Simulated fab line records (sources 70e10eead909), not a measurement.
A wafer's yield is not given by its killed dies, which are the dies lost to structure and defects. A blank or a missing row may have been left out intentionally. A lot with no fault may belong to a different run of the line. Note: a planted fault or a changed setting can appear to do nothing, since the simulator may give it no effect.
Which of the tools did it?    flow nand harc    Sampling: 7 lots, 20 wafers, 4 of 1302 route steps

WHAT THE GAUGES SHOWED, per wafer
NHARC_END_SORT_01.
lot   measured      on         killed at periphery
L396  day 25 22:13  prober-02  4 0 2
L401  day 29 03:22  prober-01  5 3

EACH LOT AND THE TOOL THAT RAN IT (in order: tool; ch and the chambers of the sampled wafers; start)
lot   NHARC_THIN_TSV_CMP_01          NHARC_THIN_TSV_ETCHBACK_48          NHARC_THIN_TSV_CMP_21
L393  cmp-02 ch 1,2,3, day 24 10:48  rie diel-09 ch 1,2, day 24 14:10    cmp-04 ch 0,1,2, day 24 16:17
L396  cmp-04 ch 0,1,3, day 25 05:02  rie diel-09 ch 0,1, day 25 08:33    cmp-03 ch 0,2, day 25 10:40
L401  cmp-02 ch 0, day 28 06:54      rie diel-13 ch 1,3, day 28 14:29    cmp-02 ch 0, day 28 16:29
L407  cmp-04 ch 0,1,2, day 30 14:29  rie diel-01 ch 0,2,3, day 30 18:02  cmp-02 ch 0,1,2, day 30 20:09
L410  cmp-02 ch 1,2,3, day 32 02:28  rie diel-01 ch 0,1,2, day 32 06:01  cmp-03 ch 0,1,3, day 32 08:05
L412  cmp-03 ch 0,2,3, day 32 10:48  rie diel-13 ch 0,3, day 32 14:38    cmp-03 ch 1,2, day 32 16:44
L414  cmp-02 ch 1,2,3, day 34 01:56  rie diel-01 ch 0,2,3, day 34 05:35  cmp-02 ch 1,2,3, day 34 07:36
- NHARC_THIN_TSV_CMP_01: polishes.
- NHARC_THIN_TSV_ETCHBACK_48: etches the open film in C4F8/Ar, target depth 1028.5 nm, time 405.17 s.
- NHARC_THIN_TSV_CMP_21: polishes, t overpolish 30 s, target thk 2000 nm.

THE ANSWER, worked out from the rows above alone
Rule: the usual values come from the lots themselves. Put in order of their means at a reading, lots are off if they are a third of the lots or fewer, leave a main group of 4 or more, and stand apart from it by a gap of 3 or more times the standard deviation of the main group's means; of several such gaps the widest counts. The tables above print the reading to a certain number of digits; a main group whose means all agree to those digits is not used. A lot without any number at a reading at which 4 lots or more have one is off too. Any other lot the step has rows for is counted as sound.
None of the lots is off at any reading shown; this tells nothing.

WHAT WAS PUT IN BY THE SIMULATOR
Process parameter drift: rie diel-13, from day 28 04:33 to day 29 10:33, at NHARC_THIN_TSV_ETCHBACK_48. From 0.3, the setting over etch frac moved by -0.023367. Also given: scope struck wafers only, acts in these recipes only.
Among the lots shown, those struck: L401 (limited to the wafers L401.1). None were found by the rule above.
